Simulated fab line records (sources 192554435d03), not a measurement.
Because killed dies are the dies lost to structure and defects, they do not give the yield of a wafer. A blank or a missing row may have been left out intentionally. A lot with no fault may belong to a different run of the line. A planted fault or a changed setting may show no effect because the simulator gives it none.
fab line records	flow n5Finfet
record lots=6	wafers=18	lastDay=16
route steps=1938 shown BEOL_M2@846 BEOL_M4@1111 PASSIVATION@1936
lots with no fault: from the same line, run without faults
startH: start of the lot's first displayed wafer, in hours after the record's first day	waitH: hours since the lot's step before	" repeats the value in the row above	L1.1+2: a row that stands for several wafers	- no value present, or no start provided	* or withheld: withheld	< > ~ a bound
route shown NAME@n: names a module that has steps shown in the file, with the first one's number in the route	usual: mean and standard deviation over wafers with no fault	same: alike in all rows	chamber/n: place in a boat	sites: readings site by site	_std_site: how widely they spread, as a standard deviation	_edge_site: outer sites' mean less inner sites'	radiusMm: for every site, how far away it sits from the centre of the wafer	mask NAME#n: copy n	behind: the tool/chamber that last shaped the wafer	hold: why the lot was held/for how many hours/how that ended	device: whichever transistor did not switch (one of n, p or np)	end of line: tests of these same wafers at the route's end	step lacking rows: just its recipe	killed: at the first sort, the dies lost to defects and structure; wafer yield is something else	map: a wafer's dies, x killed, . not, _ none there
set.NAME: the setting that was run; set.NAME@STEP: the one run at that earlier step	model.NAME: the simulator's own value behind a step, which no gauge read
lots seen at some steps along the route; tables by step, rows by wafer
services: a tool's chamber out of use, with start hour (startH, from the record's first day; less than 0 if before it), hours out, and reason
## steps
# step N5_BEOL_M2_COAT_62
# recipe resist=SiARC	tempC=220	timeS=60	spinRpm=1500	resistThkNm=12
# step N5_BEOL_M2_COAT_73
# recipe resist=underlayer	tempC=205	timeS=60	spinRpm=1500	resistThkNm=5
# step N5_BEOL_M2_COAT_05
# recipe resist=CAR-EUV	spinRpm=1500	resistThkNm=30
# step N5_BEOL_M2_EBR_07
# recipe solvent=PGMEA	ebrWidthMm=1.5
# step N5_BEOL_M2_SOFTBAKE_06
# recipe tempC=110	timeS=60	resist=CAR-EUV
# step N5_BEOL_M2_EXPOSE_08
# recipe maskId=M2	na=0.33	sourceShape=dipole	sigmaInner=0.369	sigmaOuter=0.767	polarization=unpolarized	doseMj=41.25
# step N5_BEOL_M2_PEB_09
# recipe pebTempC=100	pebTimeS=60	resist=CAR-EUV
# step N5_BEOL_M2_DEVELOP_10
# recipe developTimeS=30	developer=TMAH	resist=CAR-EUV	rinseLiquid=surfactantRinse	dry=airSpin	devTempC=23
# step N5_BEOL_M2_CD_MEAS_11
# recipe targetCdNm=16.79	landingEnergyEv=500	detector=seInlens	polarity=opening
# usual cdNm=16.80/0.23
lot.wafer	tool	chamber	startH	waitH	cdNm
L565.1	cdSem-03	0	132.14	-	16.72
L565.4	"	0	"	"	17.20
L565.6	"	0	"	"	16.87
L566.1	cdSem-03	0	138.76	-	16.57
L566.2	"	0	"	"	16.45
L566.4	"	0	"	"	16.86
L570.1	cdSem-01	0	162.52	-	17.02
L570.2	"	0	"	"	17.13
L570.5	"	0	"	"	16.55
L575.2	cdSem-03	0	192.72	-	16.77
L575.5	"	0	"	"	16.82
L575.6	"	0	"	"	17.07
L579.2	cdSem-03	0	221.53	-	16.92
L579.4	"	0	"	"	16.99
L579.6	"	0	"	"	16.85
L582.3	cdSem-02	0	230.98	-	16.88
L582.5	"	0	"	"	16.39
L582.6	"	0	"	"	16.55
# step N5_BEOL_M2_OVL_MEAS_12
# recipe pointsPerWafer=522
# usual M2_OVL=-0.6/0.78
lot.wafer	tool	chamber	startH	waitH	M2_OVL[nm]
L565.1	overlay-01	0	132.17	0.0	-1.6
L565.4	"	0	"	"	-1.7
L565.6	"	0	"	"	-0.9
L566.1	overlay-01	0	138.79	0.0	-0.7
L566.2	"	0	"	"	-1.1
L566.4	"	0	"	"	-0.8
L570.1	overlay-01	0	162.55	0.0	0.5
L570.2	"	0	"	"	0.2
L570.5	"	0	"	"	0.6
L575.2	overlay-01	0	192.75	0.0	-0.9
L575.5	"	0	"	"	-1.2
L575.6	"	0	"	"	-0.6
L579.2	overlay-01	0	221.56	0.0	0.8
L579.4	"	0	"	"	0.9
L579.6	"	0	"	"	0.5
L582.3	overlay-01	0	231.02	0.0	-0.8
L582.5	"	0	"	"	-1.3
L582.6	"	0	"	"	-0.1
# step N5_BEOL_M2_INSPECT_13
# recipe mode=adi	inspectInstrument=brightfield
# usual rawDefectCount=398/100
lot.wafer	tool	chamber	startH	waitH	rawDefectCount
L565.1	defectInspect-02	-	132.23	0.1	609
L565.4	"	-	"	"	667
L565.6	"	-	"	"	632
L566.1	defectInspect-02	-	138.85	0.1	296
L566.2	"	-	"	"	385
L566.4	"	-	"	"	347
L570.1	defectInspect-02	-	162.60	0.1	323
L570.2	"	-	"	"	398
L570.5	"	-	"	"	378
L575.2	defectInspect-02	-	192.80	0.0	280
L575.5	"	-	"	"	315
L575.6	"	-	"	"	337
L579.2	defectInspect-01	-	221.62	0.0	341
L579.4	"	-	"	"	313
L579.6	"	-	"	"	298
L582.3	defectInspect-01	-	231.06	0.0	382
L582.5	"	-	"	"	428
L582.6	"	-	"	"	452
# step N5_BEOL_M2_DESCUM_16
# recipe chemistry=O2	timeS=7	sourcePowerW=50	biasPowerW=20	pressureMtorr=20	rfFrequencyHz=2.712e+07	tempC=40	resist=CAR-EUV	o2FlowSccm=225
# usual drypumpMotorCurrentA=5.6/0.34	oesProductAu=0.82/0.099	rfVppV=243.0/1.3	showerheadPlenumPTorr=2.08/0.064	throttleValvePct=20.32/0.23
# same timeS=7
lot.wafer	tool	chamber	startH	waitH	drypumpMotorCurrentA	oesProductAu	rfHoursCounterH	rfVppV	showerheadPlenumPTorr	throttleValvePct
L565.1	rieDiel-01	0	132.31	0.1	5.2	0.65	255	242.4	2.05	20.66
L565.4	"	1	"	"	5.6	0.70	-	241.3	2.08	20.93
L565.6	"	2	"	"	5.8	0.89	-	243.3	2.06	20.02
L566.1	rieDiel-06	3	139.06	0.2	6.2	0.68	217	243.4	1.99	20.50
L566.2	"	0	"	"	5.3	0.85	40	244.8	2.23	20.34
L566.4	"	1	"	"	5.6	0.74	166	243.0	2.09	20.27
L570.1	rieDiel-01	2	162.64	0.0	5.7	0.88	47	242.5	2.05	20.07
L570.2	"	1	"	"	5.5	0.70	220	241.3	2.08	20.93
L570.5	"	3	"	"	6.5	1.00	-	243.6	2.06	20.20
L575.2	rieDiel-01	1	192.96	0.2	5.5	0.69	233	242.6	2.07	20.95
L575.5	"	3	"	"	6.4	0.95	-	241.2	2.05	20.20
L575.6	"	0	"	"	5.2	0.99	-	243.2	2.05	20.24
L579.2	rieDiel-02	2	221.95	0.3	5.7	0.85	54	239.8	2.04	20.16
L579.4	"	1	"	"	5.8	0.87	-	242.5	2.05	20.20
L579.6	"	3	"	"	5.2	0.72	-	243.5	2.16	20.29
L582.3	rieDiel-02	1	231.10	0.0	5.8	0.87	38	241.6	2.04	20.21
L582.5	"	1	"	"	5.8	0.87	-	241.5	2.04	20.22
L582.6	"	2	"	"	5.7	0.84	-	242.1	2.03	20.16
# step N5_BEOL_M2_ETCH_74
# recipe chemistry=N2/H2	target=underlayer	targetDepthA=65	maskMaterial=CAR-EUV	timeS=5.2	ionEnergyEv=200	pressureMtorr=30	sourceW=840	biasW=150	n2FlowSccm=200	h2FlowSccm=200	ends=cleared
# usual biasW=150.1/0.47	drypumpMotorCurrentA=5.6/0.34	etchRfOnTimeS=5.14/0.065	oesProductAu=0.70/0.084	rfVppV=523.5/2.4	showerheadPlenumPTorr=2.53/0.077	throttleValvePct=17.75/0.22
lot.wafer	tool	chamber	startH	waitH	biasW	drypumpMotorCurrentA	etchRfOnTimeS	oesProductAu	rfHoursCounterH	rfVppV	showerheadPlenumPTorr	throttleValvePct
L565.1	rieDiel-01	0	132.34	0.0	150.4	5.2	5.22	0.56	255	521.8	2.50	18.16
L565.4	"	1	"	"	150.3	5.5	5.30	0.60	-	523.5	2.52	18.22
L565.6	"	2	"	"	150.7	5.7	5.19	0.77	-	523.0	2.49	17.42
L566.1	rieDiel-06	3	139.10	0.0	149.2	6.2	5.24	0.59	217	521.9	2.42	18.07
L566.2	"	0	"	"	150.0	5.3	5.10	0.74	40	526.6	2.71	17.75
L566.4	"	1	"	"	149.3	5.6	5.32	0.63	166	524.2	2.53	17.64
L570.1	rieDiel-01	2	162.67	0.0	149.9	5.7	3.64	0.93	47	520.7	2.48	17.48
L570.2	"	1	"	"	150.1	5.5	3.67	0.73	220	525.3	2.51	18.30
L570.5	"	3	"	"	149.3	6.5	3.63	1.03	-	523.8	2.50	17.57
L575.2	rieDiel-01	1	192.99	0.0	149.9	5.5	3.72	0.71	233	520.6	2.51	18.30
L575.5	"	3	"	"	149.4	6.4	3.67	0.99	-	522.1	2.49	17.59
L575.6	"	0	"	"	150.5	5.2	3.64	1.03	-	523.4	2.49	17.69
L579.2	rieDiel-02	2	221.99	0.0	151.0	5.6	5.07	0.74	54	521.2	2.48	17.68
L579.4	"	1	"	"	150.0	5.9	5.13	0.75	-	521.1	2.49	17.66
L579.6	"	3	"	"	150.3	5.2	5.11	0.62	-	524.2	2.63	17.77
L582.3	rieDiel-02	1	231.13	0.0	150.7	5.9	5.13	0.74	38	523.8	2.49	17.65
L582.5	"	1	"	"	150.1	5.8	5.13	0.74	-	523.4	2.49	17.65
L582.6	"	2	"	"	150.4	5.7	5.03	0.73	-	525.0	2.48	17.71
# step N5_BEOL_M2_ETCH_63
# recipe chemistry=CF4	target=SiARC	targetDepthA=156	maskMaterial=CAR-EUV	timeS=26	ionEnergyEv=80	pressureMtorr=40	sourceW=545	biasW=36	Ar_flow_sccm=100	cf4FlowSccm=100	ends=cleared
# usual biasW=36.00/0.11	cf4FlowSccm=100.0/0.3	drypumpMotorCurrentA=5.6/0.34	etchRfOnTimeS=25.7/0.34	oesProductAu=0.70/0.084	rfVppV=183.9/1.1	showerheadPlenumPTorr=2.13/0.06	throttleValvePct=15.48/0.24
lot.wafer	tool	chamber	startH	waitH	biasW	cf4FlowSccm	drypumpMotorCurrentA	etchRfOnTimeS	oesProductAu	rfHoursCounterH	rfVppV	showerheadPlenumPTorr	throttleValvePct
L565.1	rieDiel-01	0	132.36	0.0	35.91	100.2	5.1	26.2	0.56	255	183.7	2.11	15.90
L565.4	"	1	"	"	36.18	99.9	5.5	26.4	0.60	-	184.8	2.12	16.06
L565.6	"	2	"	"	36.13	99.8	5.8	25.9	0.76	-	182.6	2.10	15.13
L566.1	rieDiel-06	3	139.11	0.0	36.07	100.2	6.2	26.4	0.59	217	183.3	2.04	15.72
L566.2	"	0	"	"	36.01	99.7	5.3	25.9	0.73	40	185.9	2.27	15.42
L566.4	"	1	"	"	36.00	100.4	5.6	26.3	0.63	166	184.0	2.13	15.52
L570.1	rieDiel-01	2	162.69	0.0	35.81	100.0	5.7	25.8	0.76	47	183.5	2.09	15.16
L570.2	"	1	"	"	36.09	99.8	5.6	26.2	0.60	220	184.8	2.12	16.08
L570.5	"	3	"	"	36.15	100.4	6.4	25.4	0.86	-	183.6	2.11	15.31
L575.2	rieDiel-01	1	193.01	0.0	36.04	100.5	5.5	26.4	0.58	233	185.0	2.11	16.11
L575.5	"	3	"	"	35.92	100.4	6.4	25.5	0.81	-	183.9	2.10	15.32
L575.6	"	0	"	"	36.07	100.0	5.1	25.4	0.85	-	184.1	2.10	15.38
L579.2	rieDiel-02	2	222.00	0.0	35.97	100.0	5.6	25.5	0.74	54	183.2	2.09	15.34
L579.4	"	1	"	"	35.98	99.7	5.8	26.0	0.74	-	182.8	2.10	15.35
L579.6	"	3	"	"	35.82	99.5	5.2	25.7	0.62	-	182.7	2.21	15.55
L582.3	rieDiel-02	1	231.15	0.0	36.09	100.5	5.8	26.1	0.74	38	184.1	2.10	15.38
L582.5	"	1	"	"	36.01	100.3	5.8	25.9	0.74	-	183.1	2.10	15.36
L582.6	"	2	"	"	35.94	99.9	5.6	25.3	0.73	-	184.2	2.09	15.35
# step N5_BEOL_M4_RC_MEAS_101
# usual DIBL_N=36.1/1.3	DIBL_P=36.1/1.7	IOFF_N=0.154/0.022	IOFF_P=0.201/0.024	ION_N=675/8.9	ION_P=462/5.9	SS_N=71.5/0.49	SS_P=73.3/0.58	VT_N=250.0/2.7	VT_P=-251.3/2.7
lot.wafer	tool	chamber	startH	waitH	DIBL_N[mV/V]	DIBL_P[mV/V]	IOFF_N[nA/um]	IOFF_P[nA/um]	ION_N[uA/um]	ION_P[uA/um]	SS_N[mV/dec]	SS_P[mV/dec]	VT_N[mV]	VT_P[mV]
L565.1	prober-01	0	163.86	0.0	35.2	34.6	0.139	0.198	663	464	71.4	73.6	249.6	-252.8
L565.4	"	0	"	"	37.3	37.2	0.171	0.234	680	472	72.4	73.3	249.8	-248.2
L565.6	"	0	"	"	37.0	37.0	0.178	0.227	677	467	72.2	73.1	247.3	-249.9
L566.1	prober-02	0	169.76	0.0	35.1	35.5	0.153	0.191	684	458	72.4	73.8	250.7	-254.4
L566.2	"	0	"	"	35.4	35.5	0.154	0.198	680	464	71.7	72.9	249.4	-253.2
L566.4	"	0	"	"	34.4	34.2	0.135	0.179	664	452	71.8	73.6	252.4	-255.0
L570.1	prober-01	0	193.44	0.0	34.4	33.9	0.122	0.190	655	461	71.0	72.3	253.0	-249.8
L570.2	"	0	"	"	37.2	37.3	0.175	0.249	675	468	72.2	73.6	245.3	-247.2
L570.5	"	0	"	"	34.7	33.9	0.124	0.179	658	454	71.7	72.6	254.0	-253.5
L575.2	prober-01	0	234.62	0.2	36.4	35.8	0.134	0.188	665	456	71.7	73.0	250.6	-252.7
L575.5	"	0	"	"	36.6	35.9	0.136	0.186	657	446	71.0	73.6	254.9	-253.1
L575.6	"	0	"	"	35.6	35.0	0.123	0.180	657	456	71.6	72.9	253.1	-252.1
L579.2	prober-02	0	261.80	0.2	38.4	37.6	0.202	0.243	695	473	71.5	74.3	244.1	-246.5
L579.4	"	0	"	"	36.5	35.5	0.163	0.202	678	464	71.0	72.9	246.5	-251.5
L579.6	"	0	"	"	38.9	37.6	0.215	0.260	681	467	72.3	74.5	242.8	-248.4
L582.3	prober-02	0	288.12	0.3	34.6	34.8	0.126	0.186	664	462	70.6	72.4	253.7	-249.7
L582.5	"	0	"	"	35.8	36.2	0.148	0.204	667	465	71.1	73.4	251.6	-249.1
L582.6	"	0	"	"	37.4	38.8	0.182	0.242	688	468	71.3	73.9	248.0	-248.0
# step N5_PASSIVATION_PROBE_49
# usual defectLimitedYield=90.9/1.3	killed_at_M0_to_M3=35/10	killed_at_M4_up=15/5.7	killedAtContacts=14/6.4	killedAtFrontEnd=40/11	killedAtOther=4/3.1	killedDies=108/16	killedOnRim=14/3.6	killedOpen=71/11	killedShort=34/7.7	sort_bin_5_function=5.4/0.9	sort_bin_6_memory=3.4/0.61	sortNPass=1072/16	sortYieldPct=90.9/1.3
# same grossDies=1180	killedAtBackSide=0	sort_bin_4_leakage[%]=0	sort_bin_8_speed[%]=0
lot.wafer	tool	chamber	startH	waitH	defectLimitedYield[%]	killed_at_M0_to_M3	killed_at_M4_up	killedAtContacts	killedAtFrontEnd	killedAtOther	killedDies	killedOnRim	killedOpen	killedShort	sort_bin_5_function[%]	sort_bin_6_memory[%]	sortNPass	sortYieldPct[%]
L566.1	prober-01	-	285.49	0.0	91.5	23	27	20	27	3	100	9	62	37	4.7	3.6	1080	91.5
L566.2	prober-01	-	285.54	0.1	90.9	42	18	4	38	5	107	13	63	44	5.0	3.6	1073	90.9
L566.4	prober-01	-	285.64	0.2	91.0	33	12	17	43	1	106	13	68	38	5.5	3.1	1074	91.0
L570.1	prober-01	-	295.33	0.0	92.5	32	15	8	34	0	89	11	64	25	4.7	2.7	1091	92.5
L570.2	prober-01	-	295.38	0.1	91.0	34	20	7	41	4	106	16	73	32	5.8	3.0	1074	91.0
L570.5	prober-01	-	295.53	0.2	90.3	48	27	15	22	2	114	12	91	22	5.4	4.0	1066	90.3
L582.3	prober-01	-	390.01	0.1	90.8	43	13	24	25	4	109	17	73	35	6.2	2.9	1071	90.8
L582.5	prober-01	-	390.11	0.2	92.4	23	17	18	29	3	90	14	51	37	4.5	2.4	1090	92.4
L582.6	prober-01	-	390.16	0.3	91.0	26	15	25	31	9	106	16	72	33	5.3	3.4	1074	91.0
# killed by level:class
L566.1 MOL_CONTACT_COAG:geometricParticle:open=12 GATE_CUT:geometricParticle:short=8 MOL_CONTACT_COAG:geometricParticle:short=8 FIN_SAQP:geometricParticle:short=7 BEOL_M4:geometricParticle:open=7 BEOL_M5:geometricParticle:open=5 BEOL_M0_SAQP:geometricParticle:short=4 BEOL_M0_SAQP:geometricParticle:open=4
L566.2 BEOL_M0_SAQP:geometricParticle:short=14 STI_FIN_REVEAL:geometricParticle:open=10 BEOL_M0_SAQP:geometricParticle:open=9 BEOL_M4:geometricParticle:open=8 BEOL_M1:geometricParticle:open=7 FIN_SAQP:geometricParticle:short=6 FIN_SAQP:geometricParticle:open=6 STARTING-WAFER:geometricParticle:short=6
L566.4 MOL_CONTACT_COAG:geometricParticle:open=15 FIN_SAQP:geometricParticle:open=9 STI_FIN_REVEAL:geometricParticle:open=7 BEOL_M0_SAQP:geometricParticle:short=7 BEOL_M4:geometricParticle:open=7 FIN_SAQP:geometricParticle:short=6 GATE_CUT:geometricParticle:short=6 BEOL_M0_SAQP:geometricParticle:open=6
L570.1 BEOL_M4:geometricParticle:open=10 BEOL_M3:geometricParticle:open=9 STI_FIN_REVEAL:geometricParticle:open=7 FIN_SAQP:geometricParticle:open=6 MOL_CONTACT_COAG:geometricParticle:open=6 BEOL_M2:geometricParticle:open=6 BEOL_M1:geometricParticle:open=5 ILD0:geometricParticle:open=4
L570.2 FIN_SAQP:geometricParticle:open=15 BEOL_M4:geometricParticle:open=12 FIN_SAQP:geometricParticle:short=11 BEOL_M1:geometricParticle:open=8 BEOL_M3:geometricParticle:open=8 MOL_CONTACT_COAG:geometricParticle:open=6 BEOL_M0_SAQP:geometricParticle:short=6 BEOL_M2:geometricParticle:open=4
L570.5 BEOL_M4:geometricParticle:open=16 BEOL_M2:geometricParticle:open=15 MOL_CONTACT_COAG:geometricParticle:open=11 FIN_SAQP:geometricParticle:open=8 BEOL_M3:geometricParticle:open=8 BEOL_M1:geometricParticle:open=8 BEOL_M3:geometricParticle:short=7 STI_FIN_REVEAL:geometricParticle:open=5
L582.3 MOL_CONTACT_COAG:geometricParticle:open=21 BEOL_M0_SAQP:geometricParticle:open=10 BEOL_M0_SAQP:geometricParticle:short=8 BEOL_M2:geometricParticle:open=7 BEOL_M3:geometricParticle:open=5 BEOL_M5:geometricParticle:open=5 FIN_SAQP:geometricParticle:short=4 BEOL_M1:geometricParticle:open=4
L582.5 MOL_CONTACT_COAG:geometricParticle:open=15 FIN_SAQP:geometricParticle:open=7 BEOL_M4:geometricParticle:short=7 BEOL_M2:geometricParticle:open=6 BEOL_M0_SAQP:geometricParticle:short=6 FIN_SAQP:geometricParticle:short=5 ILD0:geometricParticle:short=4 STARTING-WAFER:geometricParticle:short=4
L582.6 MOL_CONTACT_COAG:geometricParticle:open=19 FIN_SAQP:geometricParticle:short=10 MOL_CONTACT_COAG:geometricParticle:short=6 BEOL_M3:geometricParticle:open=6 BEOL_M4:geometricParticle:open=6 FIN_SAQP:geometricParticle:open=5 BEOL_M0_SAQP:geometricParticle:short=5 BEOL_M0_SAQP:geometricParticle:open=5
## services
tool	chamber	startH	hours	kind
rieDiel-06	2	112.37	4.9	repair
rieDiel-01	3	112.40	-	clean
rieDiel-01	3	112.40	-	consumableReplace:focusRing
rieDiel-06	2	117.46	-	clean
rieDiel-06	2	117.46	-	consumableReplace:focusRing
rieDiel-06	2	117.46	14.7	scheduledDown
rieDiel-06	2	117.46	14.7	ventCycle
rieDiel-01	0	119.86	2.2	repair
rieDiel-01	0	154.18	-	clean
rieDiel-01	0	154.18	-	consumableReplace:focusRing
rieDiel-01	0	154.18	33.0	scheduledDown
rieDiel-01	0	154.18	33.0	ventCycle
rieDiel-06	1	164.44	9.9	repair
rieDiel-01	3	177.60	5.2	repair
rieDiel-06	1	183.55	8.8	repair
rieDiel-02	0	212.15	22.1	repair
rieDiel-06	3	215.95	2.9	repair
## key
firstSign step=N5_BEOL_M2_ETCH_74	reading=etchRfOnTimeS	direction=down	sigmas=23	usual=*	struck=*
effect step=N5_BEOL_M2_ETCH_74	reading=oesProductAu	direction=up	sigmas=2.4	usual=0.70	struck=0.90	wafersMoved=4
metAt N5_BEOL_M2_ETCH_74
struckWafers L570.1,L570.2,L570.5,L575.2,L575.5,L575.6
rowsEnd L575.2,L575.5,L575.6
onsetBetween 132.34 162.67
fault kind=processParameterDrift	tool=rieDiel-01	chamber=-	onsetH=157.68	steps=N5_BEOL_M2_ETCH_74	channel=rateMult	offset=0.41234	shape=step
# rowsEnd: these wafers met a further fault down the route, and their rows from its step on are left out
